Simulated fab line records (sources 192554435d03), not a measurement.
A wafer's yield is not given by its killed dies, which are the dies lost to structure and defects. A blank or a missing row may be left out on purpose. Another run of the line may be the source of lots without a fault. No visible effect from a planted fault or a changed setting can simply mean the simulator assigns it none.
fab line records	flow n5Finfet
[record] lots = 9	wafers = 24	lastDay = 17
route steps=1938 shown FIN_SAQP@131 BEOL_M4@1111 PASSIVATION@1936
lots that met no fault: from a run of the same line without faults
startH: hours from the record's first day to the start of the lot's first wafer shown	waitH: how many hours have passed since the lot's step before this one	" the same as in the row above	L1.1+2: a row that stands for several wafers	- no value present, or no start provided	* or withheld: withheld	< > ~ a bound
route shown NAME@n: a module of which the file shows steps, and the number in the route of the first	usual: average and standard deviation across the fault-free wafers	same: alike in all rows	chamber/n: place in a boat	sites: each site's reading	_std_site: how widely they spread, as a standard deviation	_edge_site: outer sites' mean less inner sites'	radiusMm: for every site, how far away it sits from the centre of the wafer	mask NAME#n: copy n	behind: tool/chamber where the wafer was last shaped	hold: the reason the lot was held/the length of the hold in hours/how it ended	device: whichever transistor did not switch (one of n, p or np)	end of line: tests of these same wafers at the route's end	where a step has no rows: the recipe by itself	killed: at the first sort, the dies lost to defects and structure; wafer yield is something else	map: a wafer's dies, x killed, . not, _ none there
set.NAME: the setting that was run; set.NAME@STEP: the one run at that earlier step	model.NAME: the simulator's own value behind a step, which no gauge read
a sample of lots followed through the steps of the route, with each step as a table and each wafer as a row
services: from which hour (startH, from the record's first day; less than 0 if before it) a tool's chamber was out of use, for how many hours, and why
[[steps]]
[step N5_FIN_SAQP_MANDREL_ETCH_58]
[recipe] chemistry = HBr/Cl2	target = a-Si	targetDepthA = 450	btTimeS = 10	stopOn = SiNx	maskMaterial = SiO2	overEtchFrac = 0.8	timeS = 27	pressureMtorr = 10	icpW = 800	biasW = 75	HBr_flow_sccm = 150	Cl2_flow_sccm = 80	ends = endPoint
[usual] HBr_flow_sccm = 150.0/0.46	drypumpMotorCurrentA = 5.6/0.56	oesProductAu = 0.700/0.0099	throttleValvePct = 35.52/0.28
lot.wafer	tool	chamber	startH	waitH	HBr_flow_sccm	drypumpMotorCurrentA	oesProductAu	rfHoursCounterH	throttleValvePct
L870.4	rieSi-04	1	23.86	0.0	150.5	5.8	0.708	30	35.69
L870.5	"	3	"	"	150.4	4.7	0.703	-	34.73
L870.6	"	2	"	"	149.9	4.7	0.712	-	36.09
L873.3	rieSi-04	0	44.18	0.0	149.4	6.2	0.702	188	35.37
L873.4	"	2	"	"	149.4	4.7	0.716	136	36.05
L873.5	"	0	"	"	149.4	6.3	0.708	-	35.34
L874.1	rieSi-03	0	47.99	0.0	149.5	5.9	0.704	128	35.27
L874.2	"	1	"	"	149.5	6.1	0.686	4	35.62
L874.4	"	3	"	"	150.4	6.0	0.691	18	35.59
L883.1	rieSi-05	3	102.26	0.0	150.3	5.7	0.708	2	35.50
L883.5	"	3	"	"	150.1	5.7	0.705	-	35.49
L884.1	rieSi-05	3	108.64	0.0	149.8	5.7	0.704	2	35.49
L884.5	"	1	"	"	149.6	4.9	0.699	-	35.78
L886.1	rieSi-04	2	119.94	0.0	149.9	4.7	0.704	138	36.07
L886.4	"	3	"	"	149.9	4.7	0.712	111	34.72
L888.1	rieSi-05	2	131.94	0.0	150.2	6.3	0.698	142	35.55
L888.4	"	0	"	"	150.5	5.5	0.717	94	35.53
L888.6	"	0	"	"	150.8	5.5	0.713	-	35.53
L889.1	rieSi-05	0	138.80	0.0	150.7	5.5	0.713	94	35.52
L889.2	"	2	"	"	150.6	6.3	0.706	142	35.55
L889.6	"	3	"	"	150.3	5.7	0.706	-	35.48
L891.1	rieSi-03	2	150.84	0.0	149.3	5.0	0.687	15	35.59
L891.5	"	2	"	"	149.8	5.0	0.693	-	35.58
L891.6	"	1	"	"	150.7	6.1	0.692	-	35.60
[step N5_FIN_SAQP_SPACER2_ALD_28]
[recipe] material = SiO2	targetThkA = 81	tempC = 300	aldPrecursorFamily = BDEAS	aldCoReactant = O2-plasma	pulseTimeS = 1	purgeTimeS = 2	coReactantPurgeTimeS = 2	pressureTorr = 2
[usual] heaterPowerOuterW = 279/23	heaterPowerW = 483/42	precursorPulseHeightRel = 0.999/0.02
lot.wafer	tool	chamber	startH	waitH	heaterPowerOuterW	heaterPowerW	precursorPulseHeightRel
L870.4	aldSin-02	0	24.81	0.1	310	531	1.004
L870.5	"	2	"	"	268	466	1.007
L870.6	"	1	"	"	264	430	0.966
L873.3	aldSin-02	1	45.01	0.1	261	426	0.991
L873.4	"	3	"	"	251	461	1.025
L873.5	"	0	"	"	307	523	1.008
L874.1	aldSin-03	1	48.83	0.1	297	492	0.962
L874.2	"	0	"	"	259	460	0.996
L874.4	"	2	"	"	309	552	1.005
L883.1	aldSin-03	2	103.10	0.1	310	554	1.002
L883.5	"	3	"	"	297	479	1.012
L884.1	aldSin-03	0	109.56	0.2	256	466	0.983
L884.5	"	1	"	"	304	493	1.002
L886.1	aldSin-03	3	120.78	0.1	304	481	0.977
L886.4	"	2	"	"	306	550	1.021
L888.1	aldSin-02	1	132.82	0.1	257	414	0.974
L888.4	"	3	"	"	260	471	0.994
L888.6	"	1	"	"	258	419	0.989
L889.1	aldSin-02	2	139.63	0.1	264	453	1.052
L889.2	"	3	"	"	259	459	0.972
L889.6	"	1	"	"	258	430	1.024
L891.1	aldSin-02	0	152.58	1.0	306	543	1.012
L891.5	"	1	"	"	260	421	0.966
L891.6	"	0	"	"	308	553	0.997
[step N5_FIN_SAQP_SPACER2_ETCHBACK_29]
[recipe] chemistry = CHF3/O2	mode = anisotropicEtchback	target = SiO2	targetDepthA = 122	timeS = 6.1	pressureMtorr = 30	sourceW = 650	biasW = 170	Ar_flow_sccm = 200	CHF3_flow_sccm = 50	O2_flow_sccm = 5	ionEnergyEv = 200
[usual] drypumpMotorCurrentA = 5.5/0.51	oesProductAu = 0.74/0.062	rfVppV = 519/11	showerheadPlenumPTorr = 2.40/0.073	throttleValvePct = 18.86/0.18
[same] timeS = 6.1
lot.wafer	tool	chamber	startH	waitH	drypumpMotorCurrentA	oesProductAu	rfHoursCounterH	rfVppV	showerheadPlenumPTorr	throttleValvePct
L870.4	rieDiel-01	2	25.13	0.2	5.6	0.72	218	510	2.29	18.75
L870.5	"	0	"	"	6.0	0.73	-	537	2.49	18.82
L870.6	"	1	"	"	5.9	0.76	-	540	2.50	18.84
L873.3	rieDiel-01	3	45.50	0.3	5.7	0.68	215	530	2.38	18.84
L873.4	"	0	"	"	6.0	0.74	160	537	2.49	18.83
L873.5	"	3	"	"	5.7	0.68	-	529	2.38	18.85
L874.1	rieDiel-01	3	49.15	0.2	5.8	0.68	217	531	2.38	18.85
L874.2	"	0	"	"	6.0	0.74	161	537	2.49	18.82
L874.4	"	1	"	"	5.9	0.76	127	541	2.50	18.86
L883.1	rieDiel-03	0	103.43	0.2	5.2	0.70	242	519	2.31	19.11
L883.5	"	0	"	"	5.2	0.70	-	520	2.31	19.11
L884.1	rieDiel-03	3	109.94	0.2	6.5	0.78	101	516	2.32	19.06
L884.5	"	0	"	"	5.2	0.70	-	521	2.31	19.10
L886.1	rieDiel-03	3	121.27	0.3	6.4	0.78	107	517	2.32	19.06
L886.4	"	2	"	"	4.7	0.69	226	516	2.37	18.85
L888.1	rieDiel-05	3	133.15	0.2	4.8	0.73	176	523	2.50	18.89
L888.4	"	0	"	"	5.3	0.69	170	505	2.40	18.64
L888.6	"	0	"	"	5.2	0.70	-	506	2.40	18.64
L889.1	rieDiel-01	2	139.96	0.2	5.5	1.00	1	520	2.56	18.41
L889.2	"	1	"	"	5.9	0.72	166	540	2.48	18.90
L889.6	"	2	"	"	5.5	0.99	-	519	2.56	18.44
L891.1	rieDiel-03	3	152.91	0.2	6.5	0.77	120	517	2.31	19.08
L891.5	"	2	"	"	4.7	0.69	-	513	2.37	18.87
L891.6	"	1	"	"	5.4	0.91	-	518	2.37	18.43
[step N5_FIN_SAQP_HM_OPEN_33]
[recipe] chemistry = CH3F/O2	target = SiNx	maskMaterial = SiO2	targetDepthA = 494	timeS = 70.6	pressureMtorr = 30	sourceW = 395	biasW = 73	Ar_flow_sccm = 150	CH3F_flow_sccm = 30	O2_flow_sccm = 20	ionEnergyEv = 120	ends = cleared
[usual] drypumpMotorCurrentA = 5.6/0.48	etchRfOnTimeS = 69.5/1.9	oesProductAu = 0.63/0.051	rfVppV = 295/7	showerheadPlenumPTorr = 2.00/0.069	throttleValvePct = 16.33/0.16
lot.wafer	tool	chamber	startH	waitH	drypumpMotorCurrentA	etchRfOnTimeS	oesProductAu	rfHoursCounterH	rfVppV	showerheadPlenumPTorr	throttleValvePct
L870.4	rieDiel-01	0	25.38	0.0	6.0	68.2	0.64	152	305	2.08	16.31
L870.5	"	3	"	"	5.7	71.7	0.59	-	301	1.97	16.31
L870.6	"	0	"	"	6.0	67.6	0.63	-	304	2.08	16.32
L873.3	rieDiel-01	1	45.87	0.2	5.9	68.0	0.65	126	306	2.08	16.33
L873.4	"	0	"	"	6.0	68.9	0.63	160	305	2.08	16.31
L873.5	"	3	"	"	5.7	72.4	0.58	-	301	1.97	16.31
L874.1	rieDiel-01	3	49.40	0.0	5.7	68.7	0.58	217	301	1.97	16.33
L874.2	"	0	"	"	6.0	67.8	0.62	161	304	2.08	16.33
L874.4	"	2	"	"	5.5	67.9	0.61	227	291	1.89	16.28
L883.1	rieDiel-01	3	103.67	0.0	5.8	70.0	0.57	240	301	1.96	16.37
L883.5	"	3	"	"	5.7	43.8	0.76	-	302	1.96	16.40
L884.1	rieDiel-01	2	110.25	0.1	5.6	69.4	0.60	247	291	1.89	16.31
L884.5	"	1	"	"	5.9	43.1	0.85	-	306	2.07	16.41
L886.1	rieDiel-01	1	121.52	0.0	5.9	69.1	0.62	157	307	2.07	16.37
L886.4	"	1	"	"	5.9	44.7	0.84	-	307	2.07	16.40
L888.1	rieDiel-05	1	133.40	0.0	5.4	73.0	0.61	169	288	1.98	16.44
L888.4	"	2	"	"	6.3	68.5	0.61	183	286	1.91	16.63
L888.6	"	1	"	"	5.4	72.1	0.61	-	289	1.98	16.43
L889.1	rieDiel-03	3	140.20	0.0	6.4	68.2	0.65	116	295	1.92	16.52
L889.2	"	2	"	"	4.7	67.8	0.59	235	293	1.96	16.32
L889.6	"	3	"	"	6.4	68.5	0.66	-	293	1.92	16.50
L891.1	rieDiel-05	3	153.15	0.0	4.8	69.1	0.62	182	296	2.07	16.33
L891.5	"	3	"	"	4.8	70.8	0.62	-	296	2.07	16.34
L891.6	"	0	"	"	5.2	72.2	0.59	-	287	1.99	16.15
[step N5_BEOL_M4_RC_MEAS_101]
[usual] DIBL_N = 37.0/2.3	DIBL_P = 37.3/2.8	IOFF_N = 0.17/0.046	IOFF_P = 0.23/0.054	ION_N = 675/14	ION_P = 460/9.3	SS_N = 71.7/0.73	SS_P = 73.6/0.95	VT_N = 249/3.9	VT_P = -250/3.9
lot.wafer	tool	chamber	startH	waitH	DIBL_N[mV/V]	DIBL_P[mV/V]	IOFF_N[nA/um]	IOFF_P[nA/um]	ION_N[uA/um]	ION_P[uA/um]	SS_N[mV/dec]	SS_P[mV/dec]	VT_N[mV]	VT_P[mV]
L870.4	prober-02	0	167.30	0.5	40.3	40.9	0.23	0.31	680	471	72.2	74.8	243	-246
L870.5	"	0	"	"	37.1	35.4	0.15	0.21	676	464	71.3	73.7	251	-251
L870.6	"	0	"	"	43.8	44.8	0.36	0.42	712	478	73.7	76.2	240	-243
L873.3	prober-02	0	190.91	0.3	37.5	37.8	0.18	0.19	682	454	72.0	73.1	248	-252
L873.4	"	0	"	"	36.0	36.8	0.16	0.18	676	453	71.0	73.5	249	-254
L873.5	"	0	"	"	41.5	43.3	0.27	0.28	694	461	73.1	75.4	244	-246
L874.1	prober-01	0	193.90	0.0	36.7	38.7	0.17	0.26	681	475	70.8	74.1	248	-247
L874.2	"	0	"	"	36.7	36.8	0.16	0.21	671	459	71.5	72.5	251	-251
L874.4	"	0	"	"	36.5	38.3	0.16	0.25	679	473	71.2	73.6	251	-247
L883.1	prober-02	0	250.89	0.0	36.1	38.2	0.19	0.28	668	459	71.0	74.4	243	-245
L883.5	"	0	"	"	33.9	34.1	0.14	0.21	673	458	70.5	72.7	251	-250
L884.1	prober-01	0	280.83	0.0	34.0	32.0	0.10	0.16	656	456	70.8	72.3	256	-253
L884.5	"	0	"	"	38.4	38.3	0.18	0.26	656	453	73.0	74.2	247	-249
L886.1	prober-01	0	285.46	0.0	39.3	41.4	0.23	0.26	687	465	72.8	74.4	246	-248
L886.4	"	0	"	"	41.2	44.0	0.28	0.32	704	470	73.7	75.4	241	-245
L888.1	prober-01	0	286.71	0.0	32.3	33.6	0.11	0.14	657	445	71.2	72.2	256	-257
L888.4	"	0	"	"	36.5	38.5	0.18	0.20	679	458	72.3	73.7	249	-252
L888.6	"	0	"	"	32.7	34.1	0.12	0.14	663	449	71.1	72.2	254	-258
L889.1	prober-02	0	288.93	0.0	36.2	33.2	0.15	0.18	670	456	71.6	72.5	253	-253
L889.2	"	0	"	"	37.1	35.2	0.17	0.21	676	454	71.7	72.8	250	-253
L889.6	"	0	"	"	35.3	33.1	0.13	0.18	677	466	70.6	73.1	252	-250
L891.1	prober-01	0	308.46	0.0	37.8	36.6	0.16	0.20	677	459	71.3	73.3	250	-256
L891.5	"	0	"	"	38.4	36.6	0.16	0.21	656	444	71.8	72.9	253	-252
L891.6	"	0	"	"	40.4	38.7	0.22	0.24	668	451	72.2	73.2	247	-253
[step N5_PASSIVATION_PROBE_49]
[usual] defectLimitedYield = 91.5/1.3	killed_at_M0_to_M3 = 36/10	killed_at_M4_up = 13/4.7	killedAtContacts = 13/6.7	killedAtFrontEnd = 37/9.7	killedAtOther = 2.6/2.3	killedDies = 101/15	killedOpen = 67/12	killedShort = 32/6.7	sort_bin_4_leakage = 0.0/0.31	sort_bin_5_function = 5.0/0.89	sort_bin_6_memory = 3.2/0.63	sortNPass = 1079/16	sortYieldPct = 91.4/1.4
[same] grossDies = 1180	killedAtBackSide = 0	sort_bin_8_speed[%] = 0
lot.wafer	tool	chamber	startH	waitH	defectLimitedYield[%]	killed_at_M0_to_M3	killed_at_M4_up	killedAtContacts	killedAtFrontEnd	killedAtOther	killedDies	killedOpen	killedShort	sort_bin_4_leakage[%]	sort_bin_5_function[%]	sort_bin_6_memory[%]	sortNPass	sortYieldPct[%]
L870.4	prober-02	-	285.78	0.2	88.9	56	13	15	44	3	131	85	44	0	6.0	4.7	1049	88.9
L870.5	prober-02	-	285.83	0.3	90.4	51	18	9	34	1	113	73	32	0	5.1	3.6	1067	90.4
L870.6	prober-02	-	285.88	0.3	90.3	37	11	16	50	0	114	85	25	3.6	6.3	3.3	1023	86.7
L873.3	prober-01	-	294.08	0.1	92.6	29	15	8	23	12	87	55	32	0	3.7	3.1	1093	92.6
L873.4	prober-01	-	294.13	0.2	89.1	41	33	1	50	4	129	88	41	0	6.4	4.4	1051	89.1
L873.5	prober-01	-	294.18	0.2	92.2	34	14	7	28	9	92	58	34	0	4.8	2.5	1088	92.2
L874.1	prober-01	-	312.98	0.0	91.9	28	8	17	37	5	95	70	25	0	4.7	3.3	1085	91.9
L874.2	prober-01	-	313.03	0.1	92.7	27	9	15	30	5	86	57	25	0	4.2	2.7	1094	92.7
L874.4	prober-01	-	313.13	0.2	93.1	30	17	8	25	2	82	54	26	0	4.2	2.7	1098	93.1
L883.1	prober-02	-	368.33	0.0	94.5	23	10	9	17	6	65	44	20	0	3.1	2.2	1115	94.5
L883.5	prober-02	-	368.53	0.2	93.3	24	9	15	27	4	79	50	26	0	3.2	3.0	1101	93.3
L884.1	prober-01	-	386.66	0.0	88.9	42	5	41	41	2	131	94	37	0	7.1	3.6	1049	88.9
L884.5	prober-01	-	386.86	0.2	88.6	59	12	18	43	2	134	90	41	0	6.5	4.1	1046	88.6
L889.1	prober-02	-	387.00	0.0	92.1	30	20	9	32	2	93	60	31	0	4.6	3.0	1087	92.1
L889.2	prober-02	-	387.05	0.1	91.6	34	7	26	30	2	99	62	36	0	4.8	3.5	1081	91.6
L889.6	prober-02	-	387.25	0.3	94.0	27	11	14	16	3	71	54	17	0	3.6	2.3	1109	94.0
L886.1	prober-01	-	398.61	0.0	91.6	31	16	10	40	2	99	65	34	0	4.6	3.2	1081	91.6
L886.4	prober-01	-	398.76	0.2	91.9	35	16	9	35	1	96	67	28	0	4.9	2.8	1084	91.9
L888.1	prober-02	-	402.38	0.0	92.8	28	14	15	26	2	85	68	16	0	4.1	3.1	1095	92.8
L888.4	prober-02	-	402.53	0.2	93.1	28	15	1	34	3	81	50	27	0	4.2	2.3	1099	93.1
L888.6	prober-02	-	402.63	0.3	92.5	35	9	10	34	0	88	56	29	0	4.0	3.0	1092	92.5
L891.1	prober-02	-	415.81	0.0	90.6	24	8	13	65	1	111	82	28	0	5.5	3.5	1069	90.6
L891.5	prober-02	-	416.01	0.2	90.5	30	12	11	50	9	112	77	33	0	5.7	3.3	1068	90.5
L891.6	prober-02	-	416.06	0.3	91.9	33	15	18	26	4	96	64	29	0	4.0	3.9	1084	91.9
// killed by level:class
L870.4 MOL_CONTACT_COAG:geometricParticle:open=11 BEOL_M1:geometricParticle:open=11 BEOL_M2:geometricParticle:open=11 FIN_SAQP:geometricParticle:open=8 STI_FIN_REVEAL:geometricParticle:open=8 BEOL_M3:geometricParticle:open=8 FIN_SAQP:geometricParticle:short=7 BEOL_M2:geometricParticle:short=7
L870.5 BEOL_M1:geometricParticle:open=14 MOL_CONTACT_COAG:geometricParticle:open=9 STI_FIN_REVEAL:geometricParticle:open=8 BEOL_M0_SAQP:geometricParticle:short=8 BEOL_M0_SAQP:geometricParticle:open=7 FIN_SAQP:geometricParticle:open=6 BEOL_M2:geometricParticle:open=6 HKMG_FIN:areaEtch=6
L870.6 STI_FIN_REVEAL:geometricParticle:open=13 MOL_CONTACT_COAG:geometricParticle:open=13 FIN_SAQP:geometricParticle:short=10 BEOL_M2:geometricParticle:open=10 FIN_SAQP:geometricParticle:open=8 BEOL_M1:geometricParticle:open=7 BEOL_M3:geometricParticle:open=7 BEOL_M0_SAQP:geometricParticle:short=6
L873.3 FIN_SAQP:geometricParticle:open=9 BEOL_M0_SAQP:geometricParticle:short=8 MOL_CONTACT_COAG:geometricParticle:open=7 BEOL_M0_SAQP:geometricParticle:open=6 FIN_SAQP:geometricParticle:short=5 BEOL_M2:geometricParticle:open=5 BEOL_M5:geometricParticle:open=4 BEOL_M1:geometricParticle:open=4
L873.4 FIN_SAQP:geometricParticle:short=16 BEOL_M4:geometricParticle:open=15 FIN_SAQP:geometricParticle:open=11 BEOL_M1:geometricParticle:open=10 BEOL_M2:geometricParticle:open=8 BEOL_M0_SAQP:geometricParticle:short=7 DUMMY_GATE:geometricParticle:open=5 BEOL_M5:geometricParticle:open=5
L873.5 BEOL_M0_SAQP:geometricParticle:open=12 FIN_SAQP:geometricParticle:open=9 BEOL_M0_SAQP:geometricParticle:short=8 BEOL_M4:geometricParticle:open=7 STARTING-WAFER:geometricParticle:short=5 FIN_SAQP:geometricParticle:short=4 MOL_CONTACT_COAG:geometricParticle:open=4 DUMMY_GATE:geometricParticle:open=3
L874.1 MOL_CONTACT_COAG:geometricParticle:open=14 STI_FIN_REVEAL:geometricParticle:open=10 BEOL_M3:geometricParticle:open=9 BEOL_M0_SAQP:geometricParticle:open=5 BEOL_M1:geometricParticle:open=5 FIN_SAQP:geometricParticle:open=4 STARTING-WAFER:geometricParticle:short=4 DUMMY_GATE:geometricParticle:open=3
L874.2 MOL_CONTACT_COAG:geometricParticle:open=11 FIN_SAQP:geometricParticle:open=8 BEOL_M1:geometricParticle:open=7 BEOL_M3:geometricParticle:open=7 FIN_SAQP:geometricParticle:short=5 STI_FIN_REVEAL:geometricParticle:open=5 MOL_CONTACT_COAG:geometricParticle:short=4 BEOL_M4:geometricParticle:open=4
L874.4 BEOL_M1:geometricParticle:open=10 MOL_CONTACT_COAG:geometricParticle:open=7 BEOL_M3:geometricParticle:open=7 BEOL_M4:geometricParticle:open=6 FIN_SAQP:geometricParticle:short=5 GATE_CUT:geometricParticle:short=5 BEOL_M2:geometricParticle:open=5 BEOL_M5:geometricParticle:open=5
L883.1 MOL_CONTACT_COAG:geometricParticle:open=7 BEOL_M1:geometricParticle:open=6 FIN_SAQP:geometricParticle:open=4 GATE_CUT:geometricParticle:short=4 BEOL_M3:geometricParticle:open=4 FIN_SAQP:geometricParticle:short=3 BEOL_M0:geometricParticle:open=3 BEOL_M2:geometricParticle:open=3
L883.5 MOL_CONTACT_COAG:geometricParticle:open=13 FIN_SAQP:geometricParticle:short=6 BEOL_M3:geometricParticle:open=5 FIN_CUT:geometricParticle:short=4 FIN_SAQP:geometricParticle:open=3 STI_FIN_REVEAL:geometricParticle:open=3 BEOL_M0_SAQP:geometricParticle:open=3 BEOL_M0:geometricParticle:short=3
L884.1 MOL_CONTACT_COAG:geometricParticle:open=30 BEOL_M1:geometricParticle:open=13 MOL_CONTACT_COAG:geometricParticle:short=11 BEOL_M2:geometricParticle:open=10 FIN_SAQP:geometricParticle:open=9 STI_FIN_REVEAL:geometricParticle:open=9 BEOL_M0:geometricParticle:open=5 FIN_SAQP:geometricParticle:short=4
L884.5 BEOL_M2:geometricParticle:open=14 MOL_CONTACT_COAG:geometricParticle:open=13 BEOL_M0_SAQP:geometricParticle:short=13 BEOL_M0_SAQP:geometricParticle:open=13 FIN_SAQP:geometricParticle:open=9 FIN_SAQP:geometricParticle:short=8 BEOL_M3:geometricParticle:open=7 BEOL_M4:geometricParticle:open=7
L889.1 BEOL_M4:geometricParticle:open=9 MOL_CONTACT_COAG:geometricParticle:open=8 STI_FIN_REVEAL:geometricParticle:open=6 BEOL_M0_SAQP:geometricParticle:open=6 BEOL_M0_SAQP:geometricParticle:short=6 GATE_CUT:geometricParticle:short=5 BEOL_M2:geometricParticle:open=5 BEOL_M3:geometricParticle:open=4
L889.2 MOL_CONTACT_COAG:geometricParticle:open=22 BEOL_M0_SAQP:geometricParticle:short=13 STI_FIN_REVEAL:geometricParticle:open=5 GATE_CUT:geometricParticle:short=5 BEOL_M0_SAQP:geometricParticle:open=5 BEOL_M3:geometricParticle:open=5 FIN_SAQP:geometricParticle:short=4 MOL_CONTACT_COAG:geometricParticle:short=4
L889.6 BEOL_M2:geometricParticle:open=12 MOL_CONTACT_COAG:geometricParticle:open=10 DUMMY_GATE:geometricParticle:open=4 MOL_CONTACT_COAG:geometricParticle:short=4 BEOL_M1:geometricParticle:open=4 BEOL_M3:geometricParticle:open=4 BEOL_M0_SAQP:geometricParticle:short=3 BEOL_M4:geometricParticle:open=3
L886.1 BEOL_M0_SAQP:geometricParticle:open=11 MOL_CONTACT_COAG:geometricParticle:open=9 BEOL_M0_SAQP:geometricParticle:short=9 BEOL_M4:geometricParticle:open=7 GATE_CUT:geometricParticle:short=6 BEOL_M1:geometricParticle:open=6 FIN_SAQP:geometricParticle:open=5 FIN_SAQP:geometricParticle:short=5
L886.4 BEOL_M2:geometricParticle:open=12 FIN_SAQP:geometricParticle:open=8 MOL_CONTACT_COAG:geometricParticle:open=8 FIN_SAQP:geometricParticle:short=7 STI_FIN_REVEAL:geometricParticle:open=7 BEOL_M1:geometricParticle:open=6 BEOL_M0_SAQP:geometricParticle:open=5 BEOL_M0_SAQP:geometricParticle:short=5
L888.1 MOL_CONTACT_COAG:geometricParticle:open=15 BEOL_M1:geometricParticle:open=11 STI_FIN_REVEAL:geometricParticle:open=8 BEOL_M0_SAQP:geometricParticle:open=8 BEOL_M4:geometricParticle:open=7 FIN_SAQP:geometricParticle:open=6 BEOL_M0_SAQP:geometricParticle:short=4 BEOL_M2:geometricParticle:open=3
L888.4 BEOL_M0:geometricParticle:open=8 FIN_SAQP:geometricParticle:open=6 DUMMY_GATE:geometricParticle:open=6 BEOL_M1:geometricParticle:open=6 BEOL_M4:geometricParticle:open=6 BEOL_M0_SAQP:geometricParticle:short=5 BEOL_M4:geometricParticle:short=5 STI_FIN_REVEAL:geometricParticle:open=4
L888.6 BEOL_M3:geometricParticle:open=13 FIN_SAQP:geometricParticle:open=9 MOL_CONTACT_COAG:geometricParticle:open=7 BEOL_M2:geometricParticle:open=7 FIN_SAQP:geometricParticle:short=6 STI_FIN_REVEAL:geometricParticle:open=5 BEOL_M1:geometricParticle:open=5 BEOL_M4:geometricParticle:open=4
L891.1 STI_FIN_REVEAL:geometricParticle:open=31 MOL_CONTACT_COAG:geometricParticle:open=12 DUMMY_GATE:geometricParticle:open=9 FIN_SAQP:geometricParticle:open=7 BEOL_M1:geometricParticle:short=6 STI_FIN_REVEAL:geometricParticle:short=5 FIN_SAQP:geometricParticle:short=4 BEOL_M1:geometricParticle:open=4
L891.5 STI_FIN_REVEAL:geometricParticle:open=20 BEOL_M1:geometricParticle:open=9 MOL_CONTACT_COAG:geometricParticle:open=8 FIN_SAQP:geometricParticle:short=7 BEOL_M3:geometricParticle:open=6 BEOL_M1:geometricParticle:short=5 FIN_SAQP:geometricParticle:open=4 BEOL_M2:geometricParticle:open=4
L891.6 MOL_CONTACT_COAG:geometricParticle:open=13 BEOL_M4:geometricParticle:open=10 BEOL_M0_SAQP:geometricParticle:short=8 FIN_SAQP:geometricParticle:open=6 BEOL_M1:geometricParticle:open=6 BEOL_M3:geometricParticle:open=5 BEOL_M0_SAQP:geometricParticle:open=5 MOL_CONTACT_COAG:geometricParticle:short=4
[[services]]
tool	chamber	startH	hours	kind
rieSi-05	2	14.19	3.7	repair
rieSi-05	3	16.40	13.6	repair
aldSin-03	-	20.73	0.8	repair
rieDiel-03	0	22.13	4.5	repair
aldSin-02	2	28.17	2.8	repair
aldSin-03	2	31.08	2.9	repair
rieDiel-03	-	37.29	15.6	pm
rieDiel-01	0	55.61	8.9	repair
aldSin-02	-	62.60	2.8	pm
rieDiel-03	2	62.77	34.7	repair
rieSi-03	0	68.72	12.9	repair
rieDiel-05	-	71.97	0.2	repair
aldSin-02	-	85.25	14.0	pm
rieDiel-01	2	91.24	11.0	repair
rieDiel-05	1	93.44	4.1	repair
rieDiel-01	2	119.57	-	clean
rieDiel-01	2	119.57	-	consumableReplace:focusRing
rieDiel-01	2	119.57	-	consumableReplace:showerhead
rieDiel-01	2	119.57	18.6	scheduledDown
rieDiel-01	2	119.57	18.6	ventCycle
aldSin-03	2	128.68	2.9	repair
rieDiel-01	3	138.40	-	clean
rieDiel-01	3	138.40	-	consumableReplace:focusRing
rieDiel-01	3	138.40	15.9	scheduledDown
[[key]]
[firstSign] step = N5_FIN_SAQP_HM_OPEN_33	reading = etchRfOnTimeS	direction = down	sigmas = 13	usual = *	struck = *
[effect] step = N5_FIN_SAQP_HM_OPEN_33	reading = oesProductAu	direction = up	sigmas = 3.6	usual = 0.63	struck = 0.81
metAt N5_FIN_SAQP_HM_OPEN_33
struckLots L883,L884,L886
struckWafers L883.5,L884.5,L886.4
notActingAt N5_FIN_SAQP_MANDREL_ETCH_58,N5_FIN_SAQP_SPACER2_ALD_28,N5_FIN_SAQP_SPACER2_ETCHBACK_29
onsetBetween 49.40 103.67
[fault] kind = processParameterDrift	tool = rieDiel-01	chamber = -	onsetH = 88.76	steps = N5_FIN_SAQP_HM_OPEN_33	channel = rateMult	offset = 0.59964	shape = step	endH = 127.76	scope = struckWafersOnly
